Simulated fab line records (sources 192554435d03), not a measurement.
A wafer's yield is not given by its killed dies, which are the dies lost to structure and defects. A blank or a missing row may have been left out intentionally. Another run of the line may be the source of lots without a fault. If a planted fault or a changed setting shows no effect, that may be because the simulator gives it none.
fab line records    flow n5_finfet
record: lots: 11  wafers: 32  last_day: 18
route steps=1938 shown BEOL_M7@1310 BEOL_M8@1332 PASSIVATION@1936
lots untouched by any fault: they come from a run of this same line in which no faults occurred
start_h: start of the lot's first displayed wafer, in hours after the record's first day    wait_h: hours elapsed since this lot's preceding step    " unchanged from the row above    L1.1+2: a single row standing in for several wafers    - either no value or no given start    * or withheld: withheld    < > ~ a bound
route shown NAME@n: names a module that has steps shown in the file, with the first one's number in the route    usual: mean/standard deviation of fault-free wafers    same: alike in all rows    chamber/n: place in a boat    sites: each site's reading    _std_site: standard deviation across them    _edge_site: inner sites' mean taken away from outer sites' mean    radius_mm: how far each site lies from the wafer's centre    mask NAME#n: copy n    behind: the most recent tool/chamber to have shaped the wafer    hold: cause of the lot's hold/its duration in hours/its outcome    device: whichever transistor did not switch (one of n, p or np)    end of line: the tests these same wafers got at the end of their route    a step with no rows: only its recipe    killed: dies lost to structure and defects at the first sort, not the wafer's yield    map: dies across one wafer; x = killed, . = not, _ = none there
set.NAME: the setting as run; set.NAME@STEP: as run at that earlier step    model.NAME: the simulator's own value behind a step, which no gauge read
the route's steps for a sample of lots (tables are steps, rows are wafers)
services: a tool's chamber out of use, with start hour (start_h, from the record's first day; less than 0 if before it), hours out, and reason
== steps ==
step: N5_BEOL_M7_STRIP_80
recipe: chemistry: N2/H2  time_s: 10  power_w: 450  temp_c: 40  pressure_mtorr: 20  rf_frequency_hz: 6e+07  bias_power_w: 7  n2_flow_sccm: 200  h2_flow_sccm: 200
usual: drypump_motor_current_A: 5.7/0.58  oes_product_au: 0.80/0.085  rf_vpp_V: 59.1/0.87  showerhead_plenum_p_Torr: 2.54/0.074  throttle_valve_pct: 23.51/0.27
lot.wafer  tool         chamber  start_h  wait_h  drypump_motor_current_A  oes_product_au  rf_hours_counter_h  rf_vpp_V  showerhead_plenum_p_Torr  throttle_valve_pct
L433.1     rie_diel-01  0        -        -       4.7                      0.89            49                  60.1      2.57                      23.33
L433.5     "            0        "        "       4.7                      0.88            -                   58.9      2.57                      23.36
L434.4     rie_diel-03  1        -        -       5.3                      0.75            176                 57.9      2.53                      23.52
L434.5     "            2        "        "       5.5                      0.68            -                   58.5      2.39                      23.78
L434.6     "            3        "        "       6.3                      0.71            -                   59.6      2.61                      23.29
L437.1     rie_diel-03  1        -        -       5.3                      0.74            180                 60.3      2.53                      23.52
L437.4     "            3        "        "       6.2                      0.71            213                 58.3      2.61                      23.30
L437.6     "            3        "        "       6.2                      0.71            -                   59.1      2.61                      23.29
L440.2     rie_diel-03  0        -        -       5.0                      0.83            82                  59.9      2.57                      23.21
L440.3     "            2        "        "       5.5                      0.67            239                 59.7      2.39                      23.82
L440.5     "            0        "        "       5.0                      0.83            -                   58.3      2.57                      23.22
L442.2     rie_diel-04  0        -        -       5.8                      0.94            12                  59.4      2.61                      23.91
L442.5     "            0        "        "       5.7                      0.93            -                   57.5      2.61                      23.91
L442.6     "            1        "        "       6.5                      0.78            -                   59.6      2.54                      23.73
L444.2     rie_diel-01  2        -        -       6.1                      0.91            41                  58.3      2.50                      23.29
L444.5     "            2        "        "       6.1                      0.91            -                   59.3      2.50                      23.31
L444.6     "            3        "        "       6.4                      0.84            -                   57.7      2.47                      23.54
L446.1     rie_diel-04  0        -        -       5.7                      0.91            20                  59.1      2.60                      23.90
L446.5     "            2        "        "       5.7                      0.83            -                   59.9      2.60                      24.18
L446.6     "            1        "        "       6.5                      0.78            -                   58.7      2.53                      23.74
L447.1     rie_diel-01  3        -        -       6.4                      0.84            90                  58.6      2.46                      23.55
L447.3     "            1        "        "       5.2                      0.68            241                 59.1      2.50                      23.98
L447.4     "            2        "        "       6.1                      0.90            50                  59.7      2.49                      23.31
L448.1     rie_diel-03  3        -        -       6.3                      0.70            239                 58.1      2.60                      23.35
L448.4     "            3        "        "       6.3                      0.70            -                   58.6      2.60                      23.34
L448.5     "            0        "        "       5.0                      0.81            -                   59.4      2.56                      23.25
L454.2     rie_diel-03  2        -        -       5.5                      0.93            16                  59.1      2.70                      23.24
L454.3     "            1        "        "       5.3                      0.74            199                 59.0      2.52                      23.55
L454.4     "            2        "        "       5.5                      0.93            -                   58.3      2.70                      23.26
L456.3     rie_diel-01  3        -        -       6.4                      0.82            104                 58.2      2.46                      23.58
L456.5     "            2        "        "       6.1                      0.87            -                   58.9      2.49                      23.33
L456.6     "            0        "        "       4.7                      0.83            -                   59.7      2.55                      23.41
step: N5_BEOL_M7_SPUTTER_48
recipe: material: Cu  target_thk_a: 100  temp_c: -20  bias_v: 60  power_w: 26000  chamber_pressure_pa: 0.13  time_s: 1.667
usual: cathode_dc_power_W: 26000/4.3  throttle_valve_pct: 30.2/1.1
lot.wafer  tool            chamber  start_h  wait_h  cathode_dc_power_W  throttle_valve_pct
L433.1     pvd_sputter-01  -        197.51   0.1     26011               29.5
L433.5     "               -        "        "       26002               31.1
L434.4     pvd_sputter-01  -        202.09   0.1     26003               31.9
L434.5     "               -        "        "       26002               29.8
L434.6     "               -        "        "       25989               31.5
L437.1     pvd_sputter-03  -        217.92   1.1     25991               30.9
L437.4     "               -        "        "       25998               29.9
L437.6     "               -        "        "       26002               29.7
L440.2     pvd_sputter-01  -        234.52   0.2     26000               30.8
L440.3     "               -        "        "       26005               28.6
L440.5     "               -        "        "       26001               28.4
L442.2     pvd_sputter-01  -        252.36   0.1     25996               31.6
L442.5     "               -        "        "       26001               28.6
L442.6     "               -        "        "       25997               31.8
L444.2     pvd_sputter-03  -        261.96   0.1     26001               29.8
L444.5     "               -        "        "       26006               29.8
L444.6     "               -        "        "       26001               29.7
L446.1     pvd_sputter-01  -        284.62   0.1     26005               28.7
L446.5     "               -        "        "       25997               28.6
L446.6     "               -        "        "       25999               30.8
L447.1     pvd_sputter-03  -        293.28   0.1     26001               30.1
L447.3     "               -        "        "       23001               30.7
L447.4     "               -        "        "       25998               29.8
L448.1     pvd_sputter-01  -        295.84   1.6     26005               29.9
L448.4     "               -        "        "       26005               31.0
L448.5     "               -        "        "       26003               31.6
L454.2     pvd_sputter-03  -        324.09   0.1     26008               29.7
L454.3     "               -        "        "       23000               30.4
L454.4     "               -        "        "       26004               31.1
L456.3     pvd_sputter-01  -        348.85   0.1     26003               30.8
L456.5     "               -        "        "       25997               28.6
L456.6     "               -        "        "       25991               31.3
step: N5_BEOL_M7_RS_MEAS_57
recipe: thk_meas_gauge: four-point-probe  reads: Cu_of_BEOL_M7_ECD_50+Co_of_BEOL_M7_CVD_78+TaN_of_BEOL_M7_ALD_77
usual: M7_RS: 0.290/0.0094
lot.wafer  tool           chamber  start_h  wait_h  M7_RS[ohm/sq]
L433.1     film_metro-01  -        198.44   0.1     0.282
L433.5     "              -        "        "       0.280
L434.4     film_metro-02  -        203.02   0.0     0.281
L434.5     "              -        "        "       0.305
L434.6     "              -        "        "       0.304
L437.1     film_metro-01  -        218.86   0.1     0.285
L437.4     "              -        "        "       0.299
L437.6     "              -        "        "       0.302
L440.2     film_metro-01  -        235.65   0.1     0.286
L440.3     "              -        "        "       0.306
L440.5     "              -        "        "       0.280
L442.2     film_metro-01  -        253.29   0.1     0.274
L442.5     "              -        "        "       0.275
L442.6     "              -        "        "       0.286
L444.2     film_metro-01  -        263.07   0.1     0.272
L444.5     "              -        "        "       0.268
L444.6     "              -        "        "       0.290
L446.1     film_metro-02  -        285.62   0.1     0.275
L446.5     "              -        "        "       0.289
L446.6     "              -        "        "       0.292
L447.1     film_metro-01  -        294.21   0.1     0.300
L447.3     "              -        "        "       0.299
L447.4     "              -        "        "       0.285
L448.1     film_metro-02  -        296.81   0.1     0.297
L448.4     "              -        "        "       0.296
L448.5     "              -        "        "       0.289
L454.2     film_metro-02  -        325.13   0.1     0.292
L454.3     "              -        "        "       0.283
L454.4     "              -        "        "       0.285
L456.3     film_metro-01  -        349.78   0.1     0.294
L456.5     "              -        "        "       0.280
L456.6     "              -        "        "       0.295
step: N5_BEOL_M8_ILD_DEP_00
recipe: material: SiCOH_lowk  target_thk_a: 1797.5  temp_c: 300  precursor: DEMS/porogen  pressure_torr: 5  rf_w: 500  time_s: 33.4
usual: heater_power_w: 320/50  showerhead_plenum_p_Torr: 5.747/0.022  throttle_valve_pct: 13.6/0.44
lot.wafer  tool      chamber  start_h  wait_h  heater_power_w  showerhead_plenum_p_Torr  throttle_valve_pct
L433.1     pecvd-03  2        198.51   0.0     346             5.770                     13.3
L433.5     "         0        "        "       414             5.766                     13.5
L434.4     pecvd-03  1        203.11   0.1     303             5.744                     13.5
L434.5     "         2        "        "       277             5.774                     13.2
L434.6     "         0        "        "       358             5.768                     13.4
L437.1     pecvd-02  2        218.92   0.0     303             5.720                     14.1
L437.4     "         0        "        "       338             5.727                     13.7
L437.6     "         1        "        "       257             5.710                     13.6
L440.2     pecvd-04  2        235.71   0.0     362             5.736                     13.8
L440.3     "         0        "        "       237             5.742                     13.8
L440.5     "         2        "        "       374             5.742                     13.6
L442.2     pecvd-04  2        253.35   0.0     392             5.751                     13.7
L442.5     "         0        "        "       283             5.748                     13.5
L442.6     "         2        "        "       382             5.748                     13.4
L444.2     pecvd-03  0        263.13   0.0     389             5.758                     13.3
L444.5     "         2        "        "       277             5.778                     13.4
L444.6     "         0        "        "       394             5.764                     13.6
L446.1     pecvd-03  2        285.68   0.0     332             5.764                     13.6
L446.5     "         0        "        "       386             5.763                     13.5
L446.6     "         2        "        "       330             5.758                     13.5
L447.1     pecvd-04  1        294.31   0.1     357             5.782                     14.7
L447.3     "         2        "        "       354             5.742                     13.8
L447.4     "         2        "        "       357             5.735                     13.6
L448.1     pecvd-02  0        296.88   0.0     318             5.729                     13.7
L448.4     "         1        "        "       259             5.726                     13.5
L448.5     "         2        "        "       349             5.713                     13.2
L454.2     pecvd-02  2        325.20   0.0     299             5.716                     13.5
L454.3     "         1        "        "       244             5.714                     13.4
L454.4     "         1        "        "       247             5.733                     13.7
L456.3     pecvd-04  0        349.85   0.0     258             5.750                     13.7
L456.5     "         2        "        "       355             5.741                     13.5
L456.6     "         1        "        "       370             5.786                     14.8
step: N5_PASSIVATION_PROBE_49
usual: defect_limited_yield: 90.9/1.5  killed_at_M0_to_M3: 36/10  killed_at_M4_up: 13/5.5  killed_at_contacts: 12/5.6  killed_at_front_end: 42/12  killed_at_other: 4/3.2  killed_dies: 108/18  killed_open: 71/13  killed_short: 34/7.8  sort_bin_5_function: 5.4/1  sort_bin_6_memory: 3.4/0.68  sort_n_pass: 1072/18  sort_yield_pct: 90.9/1.5
same: gross_dies: 1180  killed_at_back_side: 0  sort_bin_4_leakage[%]: 0  sort_bin_8_speed[%]: 0
lot.wafer  tool       chamber  start_h  wait_h  defect_limited_yield[%]  killed_at_M0_to_M3  killed_at_M4_up  killed_at_contacts  killed_at_front_end  killed_at_other  killed_dies  killed_open  killed_short  sort_bin_5_function[%]  sort_bin_6_memory[%]  sort_n_pass  sort_yield_pct[%]
L440.2     prober-01  -        313.49   0.1     89.6                     36                  28               13                  46                   0                123          79           41            5.1                     4.7                   1057         89.6
L440.3     prober-01  -        313.54   0.1     88.2                     46                  23               17                  52                   1                139          94           44            7.2                     4.4                   1041         88.2
L440.5     prober-01  -        313.64   0.2     91.8                     39                  18               12                  28                   0                97           62           30            4.9                     2.7                   1083         91.8
killed by level:class
L440.2 STI_FIN_REVEAL:geometric_particle:open=16 BEOL_M4:geometric_particle:open=16 MOL_CONTACT_COAG:geometric_particle:open=10 BEOL_M0_SAQP:geometric_particle:short=9 BEOL_M0_SAQP:geometric_particle:open=6 BEOL_M1:geometric_particle:open=6 BEOL_M3:geometric_particle:open=6 FIN_SAQP:geometric_particle:short=5
L440.3 BEOL_M0_SAQP:geometric_particle:short=16 MOL_CONTACT_COAG:geometric_particle:open=15 STI_FIN_REVEAL:geometric_particle:open=14 BEOL_M0_SAQP:geometric_particle:open=11 BEOL_M4:geometric_particle:open=9 GATE_CUT:geometric_particle:short=8 BEOL_M2:geometric_particle:open=7 FIN_SAQP:geometric_particle:open=6
L440.5 BEOL_M0_SAQP:geometric_particle:short=12 MOL_CONTACT_COAG:geometric_particle:open=9 BEOL_M4:geometric_particle:open=9 BEOL_M0_SAQP:geometric_particle:open=8 BEOL_M2:geometric_particle:open=7 BEOL_M3:geometric_particle:open=6 FIN_SAQP:geometric_particle:short=5 GATE_CUT:geometric_particle:open=5
== services ==
tool            chamber  start_h  hours  kind
pecvd-02        -        184.99   27.0   repair
pecvd-03        1        218.40   5.5    scheduled_down
rie_diel-04     1        221.30   13.8   repair
pecvd-03        0        224.32   5.5    scheduled_down
rie_diel-01     1        240.27   4.0    repair
rie_diel-03     2        265.86   -      clean
rie_diel-03     2        265.86   -      consumable_replace:focus_ring
rie_diel-03     2        265.86   -      consumable_replace:showerhead
rie_diel-03     2        265.86   14.9   scheduled_down
rie_diel-03     2        265.86   14.9   vent_cycle
rie_diel-04     2        273.35   7.5    repair
pecvd-04        1        298.99   6.2    repair
pecvd-04        2        303.65   2.1    scheduled_down
rie_diel-03     3        316.84   -      clean
rie_diel-03     3        316.84   -      consumable_replace:focus_ring
rie_diel-03     3        316.84   13.1   scheduled_down
rie_diel-03     3        316.84   13.1   vent_cycle
pecvd-04        1        317.58   4.5    repair
pvd_sputter-01  -        320.04   19.6   repair
rie_diel-01     1        324.46   -      clean
rie_diel-01     1        324.46   -      consumable_replace:focus_ring
rie_diel-01     1        324.46   33.2   scheduled_down
pecvd-04        1        327.41   2.1    scheduled_down
rie_diel-04     1        328.93   6.7    repair
== key ==
first_sign: step: N5_BEOL_M7_SPUTTER_48  reading: cathode_dc_power_W  direction: down  sigmas: 99+  usual: *  struck: *
effect none on later readings
met_at N5_BEOL_M7_SPUTTER_48
struck_lots L447,L454
struck_wafers L447.3,L454.3
not_acting_at N5_BEOL_M7_STRIP_80,N5_BEOL_M7_RS_MEAS_57,N5_BEOL_M8_ILD_DEP_00
onset_between 217.92 293.28
fault: kind: process_parameter_drift  tool: pvd_sputter-03  chamber: -  onset_h: 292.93  steps: N5_BEOL_M7_SPUTTER_48  channel: power_w  offset: *  shape: step  end_h: 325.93  acts_in: *  stated: *  scope: struck_wafers_only
